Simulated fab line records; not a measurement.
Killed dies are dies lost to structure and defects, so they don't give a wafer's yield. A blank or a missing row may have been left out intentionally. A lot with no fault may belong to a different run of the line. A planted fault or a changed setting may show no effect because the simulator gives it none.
Code-filled problem report in 8D (eight disciplines) form + flow nand_harc + the parts of the form that need people (team, actions taken, sign-off) are left out

1. PROBLEM STATEMENT
Wafers without a fault read 998 nm, standard deviation 11; thk_nm at NHARC_A_ONON_D1_THK_MEAS_18 reads a mean of 1544 nm on 2 wafers belonging to 2 lots. Relative to the usual mean, that is a shift of +50 standard deviations.
The step: measures by ellipsometry.
Seen first at day 14 07:16 on film_metro-02, wafer L220.5. At this step, 38 wafers from 14 lots have a number in the record. Rule for "out" (also "out of limits"): further than 4 standard deviations from the usual mean. The other wafers with a number count as sound.

2. WHAT IT IS AND WHAT IT IS NOT
| question                    | is                     | is not                                                                    |
|-----------------------------|------------------------|---------------------------------------------------------------------------|
| which readings at this step | thk_nm                 | -                                                                         |
| which lots                  | L219, L220             | L205, L206, L207, L209, L210, L211, L212, L213, L214, L218, L227, L228    |
| which wafers of those lots  | all that have a number | -                                                                         |
| read on which gauges        | film_metro-02          | film_metro-01                                                             |
| when                        | from day 14 07:16      | up to then (30 sound wafers); but 6 sound wafers of L227, L228 came after |

3. THE SUSPECTS, EACH WITH WHAT RULES IT OUT
Counting: any tool at a process step up to the reading is kept as a suspect provided that every lot that is out went through it and no sound lot did after the first of them.
- the gauge at NHARC_A_ONON_D1_THK_MEAS_18: ruled out. All the wafers that are out were read on film_metro-02, but those of them that NHARC_END_SORT_01 has rows for are out there too, on other tools.
- pecvd_onon-02 at NHARC_A_ONON_D1_DEP_16 (target thk 1000 nm): kept. Every lot that is out went through it, starting with L220 (day 14 06:59), and after that it ran no sound lot; the last sound lot it ran before then is L213 (day 11 09:35).
The count leaves pecvd_onon-02 at NHARC_A_ONON_D1_DEP_16.

4. THE CAUSE (what the simulator had put in)
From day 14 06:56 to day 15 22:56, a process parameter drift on pecvd_onon-02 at NHARC_A_ONON_D1_DEP_16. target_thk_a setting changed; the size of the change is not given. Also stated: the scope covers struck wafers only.
This tool alone remained once counting was done.

5. THE CHAIN OF EFFECTS, in route order
Each row: a reading where the mean over the struck wafers with a number is more than 3 standard deviations away from the usual. Scope: only readings with a usual standard deviation given in the record; hours: median across lots of the time from each lot's start at the first step in this table that gives one to its start at this step; sigmas: change in usual standard deviations.
| hours | step                        | reading         | usual  | on struck wafers | change | sigmas |
|-------|-----------------------------|-----------------|--------|------------------|--------|--------|
| 0     | NHARC_A_ONON_D1_THK_MEAS_18 | thk_nm          | 998 nm | 1544             | +546   | +50    |
| 375   | NHARC_END_SORT_01           | killed_at_array | 53     | 673              | +620   | +33    |
| 375   | NHARC_END_SORT_01           | killed_dies     | 58     | 677              | +619   | +34    |

6. HOW IT WOULD HAVE BEEN CAUGHT EARLIER
0 hours passed between the start of the fault at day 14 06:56 and the first reading out of limits at a measuring or inspecting step in this record, taken at day 14 07:16.
Among the 2 lots that are out, L219 began NHARC_A_ONON_D1_DEP_16 on pecvd_onon-02 after day 14 07:16. Putting the tool on hold at that point would have spared it.
